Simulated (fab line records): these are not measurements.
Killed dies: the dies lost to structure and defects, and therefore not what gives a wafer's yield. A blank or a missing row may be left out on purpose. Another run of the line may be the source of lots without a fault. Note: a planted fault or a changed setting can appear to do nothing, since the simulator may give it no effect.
fab line records | flow n5-finfet
record lots=7 wafers=21
route steps=1938 shown BEOL_M4@1026 BEOL_M5@1140
start-h: start of the lot's first displayed wafer, in hours after the record's first day | wait-h: how many hours have passed since the lot's step before this one | " repeats the value in the row above | L1.1+2: several wafers, shown together as one row | - no value, or no start given | * or withheld: withheld | < > ~ a bound
route shown NAME@n: a module of which the file shows steps, and the number in the route of the first | usual: mean/standard deviation taken from wafers without a fault | same: alike in all rows | chamber/n: place in a boat | sites: the reading at each site | _std_site: standard deviation across them | _edge_site: the outer-site mean with the inner-site mean subtracted | radius-mm: for every site, how far away it sits from the centre of the wafer | mask NAME#n: copy n | behind: the tool/chamber that last shaped the wafer | hold: what put the lot on hold/how long, in hours/how the hold closed | device: transistor that didn't switch, given as n, p or np | end of line: the tests these same wafers got at the end of their route | for a step that has no rows: nothing shown but its recipe | killed: at the first sort, the dies lost to defects and structure; wafer yield is something else | map: a wafer's dies, x killed, . not, _ none there
set.NAME: setting as actually run; set.NAME@STEP: the setting as run at that earlier step | model.NAME: the simulator's own value behind a step, which no gauge read
one table per step and one row per wafer, for lots whose settings were changed on purpose
## steps
# step N5_BEOL_M4_COAT_62
# recipe resist=SiARC temp-c=220 time-s=60 spin-rpm=1500 resist-thk-nm=12
# columns lot.wafer tool chamber start-h wait-h set.spin-rpm model.SiARC_of_BEOL_M4_COAT_62.thk-nm
L074.4+6 litho-track-05 0 - - 1500 12
L074.5 " 0 " " 1370 12.6
L075.3 litho-track-03 0 - - 1588 11.8
L075.5 " 0 " " 1588 11.6
L075.6 " 0 " " 1500 12
L082.2+3 litho-track-02 0 - - 1500 12
L082.5 " 0 " " 1610 11.6
L083.1 litho-track-02 0 - - 1404 12.4
L083.2+5 " 0 " " 1500 12
L084.1+4 litho-track-03 0 - - 1500 12
L084.3 " 0 " " 1583 11.6
L085.3+4+6 litho-track-05 0 - - 1500 12
L092.2+5 litho-track-02 0 - - 1500 12
L092.3 " 0 " " 1352 12.6
# step N5_BEOL_M4_EXPOSE_08
# recipe mask-id=M4 na=0.33 source-shape=dipole sigma-inner=0.369 sigma-outer=0.767 polarization=unpolarized dose-mj=41.25
# columns lot.wafer tool chamber start-h wait-h mask set.dose-mj
L074.4 euv-scanner-02 0 183.00 - M4#0 41.25
L074.5+6 " 0 " " M4#0 39.94
L075.3 euv-scanner-02 0 217.71 - M4#0 41.25
L075.5+6 " 0 " " M4#0 39.28
L082.2 euv-scanner-01 0 240.93 - M4#0 41.25
L082.3+5 " 0 " " M4#0 44.26
L083.1+5 euv-scanner-02 0 242.40 - M4#0 41.25
L083.2 " 0 " " M4#0 39.54
L084.1 euv-scanner-01 0 249.28 - M4#0 43.38
L084.3+4 " 0 " " M4#0 41.25
L085.3+4+6 euv-scanner-02 0 252.07 - M4#0 41.25
L092.2+3+5 euv-scanner-02 0 265.46 - M4#0 41.25
# step N5_BEOL_M4_PEB_09
# recipe peb-temp-c=100 peb-time-s=60 resist=CAR-EUV
# step N5_BEOL_M4_DEVELOP_10
# recipe develop-time-s=30 developer=TMAH resist=CAR-EUV rinse-liquid=surfactant-rinse dry=air-spin dev-temp-c=23
# step N5_BEOL_M4_CD_MEAS_11
# recipe target-cd-nm=16.79 landing-energy-ev=500 detector=se-inlens polarity=opening
# usual cd-nm=16.83/0.23
# columns lot.wafer tool chamber start-h wait-h set.dose-mj@BEOL_M4_EXPOSE_08 cd-nm
L074.4 cd-sem-03 0 183.12 - 41.25 16.66
L074.5 " 0 " " 39.94 16.42
L074.6 " 0 " " 39.94 16.04
L075.3 cd-sem-02 0 217.83 - 41.25 16.87
L075.5 " 0 " " 39.28 15.81
L075.6 " 0 " " 39.28 16.33
L082.2 cd-sem-01 0 241.06 - 41.25 16.94
L082.3 " 0 " " 44.26 18.46
L082.5 " 0 " " 44.26 17.91
L083.1 cd-sem-03 0 242.53 - 41.25 17.01
L083.2 " 0 " " 39.54 15.69
L083.5 " 0 " " 41.25 17.11
L084.1 cd-sem-03 0 249.41 - 43.38 17.88
L084.3 " 0 " " 41.25 16.93
L084.4 " 0 " " 41.25 16.56
L085.3 cd-sem-02 0 252.19 - 41.25 16.38
L085.4 " 0 " " 41.25 16.90
L085.6 " 0 " " 41.25 16.73
L092.2 cd-sem-03 0 265.59 - 41.25 16.29
L092.3 " 0 " " 41.25 17.06
L092.5 " 0 " " 41.25 16.68
# step N5_BEOL_M4_DESCUM_16
# recipe chemistry=O2 time-s=7 source-power-w=50 bias-power-w=20 pressure-mtorr=20 rf-frequency-hz=2.712e+07 temp-c=40 resist=CAR-EUV o2-flow-sccm=225
# step N5_BEOL_M4_ETCH_74
# recipe chemistry=N2/H2 target=underlayer target-depth-a=65 mask-material=CAR-EUV time-s=5.2 ion-energy-ev=200 pressure-mtorr=30 source-w=840 bias-w=150 n2-flow-sccm=200 h2-flow-sccm=200 ends=cleared
# columns lot.wafer tool chamber start-h wait-h set.dose-mj@BEOL_M4_EXPOSE_08 model.BEOL_M4.cd-offset-nm
L074.4 rie-diel-04 0 183.27 0.0 41.25 0
L074.5+6 " 0,3 " " 39.94 -0.6
L075.3 rie-diel-05 2 218.07 0.0 41.25 0.2
L075.5+6 " 0,3 " " 39.28 -0.8
L082.2 rie-diel-04 1 241.21 0.0 41.25 0
L082.3 " 3 " " 44.26 1.2
L082.5 " 3 " " 44.26 1.4
L083.1+5 rie-diel-02 2,0 242.80 0.0 41.25 0.4
L083.2 " 1 " " 39.54 -0.6
L084.1 rie-diel-05 2 249.59 0.0 43.38 1
L084.3 " 0 " " 41.25 0
L084.4 " 3 " " 41.25 -0.2
L085.3+4+6 rie-diel-05 1,0,2 252.34 0.0 41.25 0
L092.2+3+5 rie-diel-04 0,3,0 265.75 0.0 41.25 -0.2
# step N5_BEOL_M4_ETCH_63
# recipe chemistry=CF4 target=SiARC target-depth-a=156 mask-material=CAR-EUV time-s=26 ion-energy-ev=80 pressure-mtorr=40 source-w=545 bias-w=36 Ar_flow_sccm=100 cf4-flow-sccm=100 ends=cleared
# usual etch-rf-on-time-s=25.96/0.29
# columns lot.wafer tool chamber start-h wait-h set.spin-rpm@BEOL_M4_COAT_62 etch-rf-on-time-s model.CAR-EUV_of_BEOL_M4_COAT_05.thk-nm model.etch.depth-nm
L074.4 rie-diel-04 0 183.29 0.0 1500 26.07 11 12.03
L074.5 " 0 " " 1370 27.17 10.6 12.54
L074.6 " 3 " " 1500 26.46 11 12
L075.3 rie-diel-05 2 218.08 0.0 1588 25.43 11.2 11.71
L075.5 " 0 " " 1588 25.45 11.2 11.7
L075.6 " 3 " " 1500 26.22 11 12.02
L082.2 rie-diel-04 1 241.23 0.0 1500 26.36 11.2 12.07
L082.3 " 3 " " 1500 26.42 11.2 12.05
L082.5 " 3 " " 1610 25.47 11.4 11.65
L083.1 rie-diel-02 2 242.82 0.0 1404 27.01 11 12.45
L083.2 " 1 " " 1500 25.99 11.2 12.05
L083.5 " 0 " " 1500 25.95 11.2 12.03
L084.1 rie-diel-05 2 249.60 0.0 1500 25.84 11 12.02
L084.3 " 0 " " 1583 25.47 11.4 11.69
L084.4 " 3 " " 1500 26.37 11.2 11.99
L085.3 rie-diel-05 1 252.36 0.0 1500 25.81 11.2 12
L085.4 " 0 " " 1500 25.93 11.2 12.03
L085.6 " 2 " " 1500 25.83 11 12.01
L092.2 rie-diel-04 0 265.76 0.0 1500 25.46 11.2 11.96
L092.3 " 3 " " 1352 27.23 10.6 12.59
L092.5 " 0 " " 1500 25.32 11 12
# step N5_BEOL_M4_ETCH_64
# recipe chemistry=N2/H2 target=SOC target-depth-a=750 overetch-a=225 mask-material=SiARC temp-c=40 time-s=121.9 ion-energy-ev=200 pressure-mtorr=30 source-w=840 bias-w=150 n2-flow-sccm=200 h2-flow-sccm=200
# columns lot.wafer tool chamber start-h wait-h set.dose-mj@BEOL_M4_EXPOSE_08 model.BEOL_M4.cd-offset-nm
L074.4 rie-diel-04 0 183.32 0.0 41.25 0
L074.5 " 0 " " 39.94 -0.4
L074.6 " 3 " " 39.94 -0.6
L075.3 rie-diel-05 2 218.11 0.0 41.25 0
L075.5 " 0 " " 39.28 -0.8
L075.6 " 3 " " 39.28 -0.6
L082.2 rie-diel-04 1 241.26 0.0 41.25 0
L082.3+5 " 3 " " 44.26 1.4
L083.1+5 rie-diel-02 2,0 242.85 0.0 41.25 0.4
L083.2 " 1 " " 39.54 -0.6
L084.1 rie-diel-05 2 249.63 0.0 43.38 1
L084.3+4 " 0,3 " " 41.25 0
L085.3+6 rie-diel-05 1,2 252.39 0.0 41.25 0
L085.4 " 0 " " 41.25 0.2
L092.2+5 rie-diel-04 0 265.79 0.0 41.25 -0.2
L092.3 " 3 " " 41.25 0
# step N5_BEOL_M4_STRIP_65
# recipe chemistry=N2/H2 temp-c=40 n2-flow-sccm=200 h2-flow-sccm=200 rf-frequency-hz=6e+07
# step N5_BEOL_M4_STRIP_75
# recipe chemistry=N2/H2 temp-c=40 n2-flow-sccm=200 h2-flow-sccm=200 rf-frequency-hz=6e+07
# step N5_BEOL_M4_HM_OPEN_17
# recipe chemistry=Cl2/BCl3 target-depth-a=200 overetch-a=60 target=TiN mask-material=SOC ion-energy-ev=150 pressure-mtorr=10 icp-w=1000 bias-w=126 Cl2_flow_sccm=53.25 bcl3-flow-sccm=21.75 Ar_flow_sccm=25
# step N5_BEOL_M4_STRIP_19
# recipe chemistry=O2 power-w=400 temp-c=40 pressure-mtorr=30 rf-frequency-hz=6e+07 bias-power-w=0 overash-fraction=0.2 o2-flow-sccm=225
# step N5_BEOL_M4_CD_MEAS_18
# recipe pitch-nm=36 target-cd-nm=18
# usual cd-nm=18.03/0.28
# columns lot.wafer tool chamber start-h wait-h set.dose-mj@BEOL_M4_EXPOSE_08 cd-nm
L074.4 cd-sem-02 - 183.77 0.1 41.25 17.67
L074.5 " - " " 39.94 17.24
L074.6 " - " " 39.94 17.19
L075.3 cd-sem-01 - 218.55 0.1 41.25 18.06
L075.5 " - " " 39.28 17.22
L075.6 " - " " 39.28 17.68
L082.2 cd-sem-03 - 241.70 0.1 41.25 18.27
L082.3 " - " " 44.26 19.26
L082.5 " - " " 44.26 19.07
L083.1 cd-sem-03 - 243.41 0.0 41.25 18.75
L083.2 " - " " 39.54 17.78
L083.5 " - " " 41.25 18.31
L084.1 cd-sem-01 - 250.04 0.1 43.38 19.04
L084.3 " - " " 41.25 18.24
L084.4 " - " " 41.25 17.68
L085.3 cd-sem-01 - 252.89 0.1 41.25 18.34
L085.4 " - " " 41.25 18.01
L085.6 " - " " 41.25 18.10
L092.2 cd-sem-02 - 266.15 0.1 41.25 17.65
L092.3 " - " " 41.25 18.24
L092.5 " - " " 41.25 17.93
# step N5_BEOL_M4_COAT_22
# recipe resist=CAR-EUV spin-rpm=1500 resist-thk-nm=30
# columns lot.wafer tool chamber start-h wait-h set.spin-rpm model.CAR-EUV_of_BEOL_M4_COAT_22.thk-nm
L074.4+6 litho-track-02 0 - - 1446 30.6
L074.5 " 0 " " 1500 30
L075.3+5+6 litho-track-03 0 - - 1500 30
L082.2 litho-track-02 0 - - 1500 29.8
L082.3+5 " 0 " " 1500 30
L083.1+2 litho-track-02 0 - - 1559 29.4
L083.5 " 0 " " 1500 30.2
L084.1+4 litho-track-05 0 - - 1500 30
L084.3 " 0 " " 1597 29
L085.3+4+6 litho-track-02 0 - - 1500 30
L092.2+3 litho-track-05 0 - - 1500 30
L092.5 " 0 " " 1666 28.4
# step N5_BEOL_M4_EXPOSE_25
# recipe mask-id=V3 na=0.33 source-shape=quasar sigma-inner=0.2 sigma-outer=0.8 polarization=unpolarized defocus-nm=5 dose-mj=63
# columns lot.wafer tool chamber start-h wait-h mask set.dose-mj
L074.4 euv-scanner-02 0 184.03 - V3#0 63
L074.5+6 " 0 " " V3#0 65.14
L075.3+5+6 euv-scanner-02 0 218.74 - V3#0 65.03
L082.2 euv-scanner-02 0 242.05 - V3#0 59.62
L082.3+5 " 0 " " V3#0 63
L083.1+2 euv-scanner-01 0 243.71 - V3#0 61.43
L083.5 " 0 " " V3#0 63
L084.1+4 euv-scanner-02 0 250.34 - V3#0 63
L084.3 " 0 " " V3#0 59.51
L085.3+4+6 euv-scanner-01 0 253.21 - V3#0 63
L092.2+3+5 euv-scanner-01 0 266.33 - V3#0 64.62
# step N5_BEOL_M4_PEB_26
# recipe peb-temp-c=100 peb-time-s=60 resist=CAR-EUV
# step N5_BEOL_M4_DEVELOP_27
# recipe develop-time-s=30 developer=TMAH resist=CAR-EUV rinse-liquid=surfactant-rinse dry=air-spin dev-temp-c=23
# columns lot.wafer tool chamber start-h wait-h set.spin-rpm@BEOL_M4_COAT_22 model.CAR-EUV_of_BEOL_M4_COAT_22.thk-nm
L074.4+6 litho-track-02 0 - - 1446 30.2
L074.5 " 0 " " 1500 29.6
L075.3 litho-track-03 0 - - 1500 29.4
L075.5+6 " 0 " " 1500 29.6
L082.2+3 litho-track-05 0 - - 1500 29.4
L082.5 " 0 " " 1500 29.6
L083.1+2 litho-track-03 0 - - 1559 29
L083.5 " 0 " " 1500 29.6
L084.1+4 litho-track-05 0 - - 1500 29.4
L084.3 " 0 " " 1597 28.6
L085.3+4+6 litho-track-03 0 - - 1500 29.6
L092.2 litho-track-02 0 - - 1500 29.4
L092.3 " 0 " " 1500 29.6
L092.5 " 0 " " 1666 28
# step N5_BEOL_M4_DESCUM_33
# recipe chemistry=O2 time-s=7 source-power-w=50 bias-power-w=20 pressure-mtorr=20 rf-frequency-hz=2.712e+07 temp-c=40 resist=CAR-EUV o2-flow-sccm=225
# step N5_BEOL_M4_ETCH_77
# recipe chemistry=N2/H2 target=underlayer target-depth-a=65 mask-material=CAR-EUV time-s=5.2 ion-energy-ev=200 pressure-mtorr=30 source-w=840 bias-w=150 n2-flow-sccm=200 h2-flow-sccm=200 ends=cleared
# step N5_BEOL_M4_ETCH_69
# recipe chemistry=CF4 target=SiARC target-depth-a=156 mask-material=CAR-EUV time-s=26 ion-energy-ev=80 pressure-mtorr=40 source-w=545 bias-w=36 Ar_flow_sccm=100 cf4-flow-sccm=100 ends=cleared
# columns lot.wafer tool chamber start-h wait-h set.spin-rpm@BEOL_M4_COAT_22 model.CAR-EUV_of_BEOL_M4_COAT_22.thk-nm
L074.4 rie-diel-05 3 184.32 0.0 1446 11.6
L074.5 " 2 " " 1500 11.2
L074.6 " 3 " " 1446 11.8
L075.3+5+6 rie-diel-02 3,3,0 219.04 0.0 1500 11
L082.2+3+5 rie-diel-05 1,3,0 242.71 0.0 1500 11
L083.1+2 rie-diel-04 0,2 244.10 0.0 1559 10.6
L083.5 " 2 " " 1500 11.2
L084.1+4 rie-diel-02 2 250.66 0.0 1500 11
L084.3 " 1 " " 1597 10.2
L085.3+4+6 rie-diel-02 1,0,2 253.51 0.0 1500 11.2
L092.2+3 rie-diel-05 0,3 266.64 0.0 1500 11
L092.5 " 3 " " 1666 9.6
# step N5_BEOL_M4_ALD_98
# recipe material=SiO2 target-thk-a=25 temp-c=100 ald-precursor-family=BDEAS ald-co-reactant=O2-plasma pulse-time-s=1 co-reactant-pulse-time-s=1 purge-time-s=2 co-reactant-purge-time-s=2 ald-cycles=17 pressure-torr=2
# step N5_BEOL_M4_ETCHBACK_99
# recipe chemistry=CHF3 target=SiO2 target-depth-a=50 time-s=10.4 source-w=215 bias-w=47 Ar_flow_sccm=200 CHF3_flow_sccm=12 ion-energy-ev=100 pressure-mtorr=30
# step N5_BEOL_M4_PRECLEAN_42
# recipe chemistry=residue-remover time-s=60 temp-c=40
# step N5_BEOL_M4_SRD_43
# recipe time-s=30 temp-c=23 rinse-liquid=diw dry=ipa-marangoni
# step N5_BEOL_M4_CD_MEAS_35
# recipe target-cd-nm=18 target-cd-y-nm=22.4 polarity=opening
# usual cd-nm=18.03/0.27
# columns lot.wafer tool chamber start-h wait-h set.dose-mj@BEOL_M4_EXPOSE_08 cd-nm
L074.4 cd-sem-03 - 206.98 0.0 41.25 18.07
L074.5 " - " " 39.94 17.50
L074.6 " - " " 39.94 17.37
L075.3 cd-sem-02 - 238.84 0.0 41.25 18.10
L075.5 " - " " 39.28 17.42
L075.6 " - " " 39.28 17.35
L082.2 cd-sem-01 - 270.92 0.0 41.25 17.99
L082.3 " - " " 44.26 19.81
L082.5 " - " " 44.26 19.45
L083.1 cd-sem-02 - 271.39 0.0 41.25 18.22
L083.2 " - " " 39.54 17.18
L083.5 " - " " 41.25 18.32
L084.1 cd-sem-02 - 275.45 0.0 43.38 18.68
L084.3 " - " " 41.25 18.41
L084.4 " - " " 41.25 18.03
L085.3 cd-sem-02 - 282.97 0.0 41.25 17.85
L085.4 " - " " 41.25 18.22
L085.6 " - " " 41.25 18.06
L092.2 cd-sem-01 - 292.27 0.0 41.25 18.04
L092.3 " - " " 41.25 17.74
L092.5 " - " " 41.25 17.98
# step N5_BEOL_M5_COAT_66
# recipe resist=SiARC temp-c=220 time-s=60 spin-rpm=1500 resist-thk-nm=12
# columns lot.wafer tool chamber start-h wait-h set.spin-rpm model.SiARC_of_BEOL_M5_COAT_66.thk-nm
L074.4+5+6 litho-track-01 0 - - 1500 12
L075.3+6 litho-track-05 0 - - 1365 12.6
L075.5 " 0 " " 1500 12
L082.2+3+5 litho-track-01 0 - - 1500 12
L083.1+2+5 litho-track-04 0 - - 1453 12.2
L084.1+3 litho-track-01 0 - - 1500 12
L084.4 " 0 " " 1335 12.8
L085.3+4+6 litho-track-01 0 - - 1500 12
L092.2 litho-track-04 0 - - 1615 11.6
L092.3+5 " 0 " " 1500 12
## key
split step=N5_BEOL_M4_COAT_62 setting=spin-rpm stated=1500 by=wafer
response step=N5_BEOL_M4_COAT_62 reading=model.SiARC_of_BEOL_M4_COAT_62.thk-nm change=-0.062 per=1% r=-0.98
response step=N5_BEOL_M4_ETCH_63 reading=etch-rf-on-time-s change=* per=1% r=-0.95
response step=N5_BEOL_M4_ETCH_63 reading=model.CAR-EUV_of_BEOL_M4_COAT_05.thk-nm change=+0.0421 per=1% r=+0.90
response step=N5_BEOL_M4_ETCH_63 reading=model.etch.depth-nm change=-0.0596 per=1% r=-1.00
split step=N5_BEOL_M4_EXPOSE_08 setting=dose-mj stated=41.25 by=wafer
response step=N5_BEOL_M4_CD_MEAS_11 reading=cd-nm change=+0.199 per=1% r=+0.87
response step=N5_BEOL_M4_ETCH_74 reading=model.BEOL_M4.cd-offset-nm change=+0.2 per=1% r=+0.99
response step=N5_BEOL_M4_ETCH_64 reading=model.BEOL_M4.cd-offset-nm change=+0.188 per=1% r=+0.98
response step=N5_BEOL_M4_CD_MEAS_18 reading=cd-nm change=+0.151 per=1% r=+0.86
response step=N5_BEOL_M4_CD_MEAS_35 reading=cd-nm change=+0.187 per=1% r=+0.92
split step=N5_BEOL_M4_COAT_22 setting=spin-rpm stated=1500 by=wafer
response step=N5_BEOL_M4_COAT_22 reading=model.CAR-EUV_of_BEOL_M4_COAT_22.thk-nm change=-0.153 per=1% r=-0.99
response step=N5_BEOL_M4_DEVELOP_27 reading=model.CAR-EUV_of_BEOL_M4_COAT_22.thk-nm change=-0.136 per=1% r=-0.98
response step=N5_BEOL_M4_ETCH_69 reading=model.CAR-EUV_of_BEOL_M4_COAT_22.thk-nm change=-0.129 per=1% r=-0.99
split step=N5_BEOL_M4_EXPOSE_25 setting=dose-mj stated=63 by=wafer
response none clear
split step=N5_BEOL_M5_COAT_66 setting=spin-rpm stated=1500 by=wafer
response step=N5_BEOL_M5_COAT_66 reading=model.SiARC_of_BEOL_M5_COAT_66.thk-nm change=-0.0662 per=1% r=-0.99
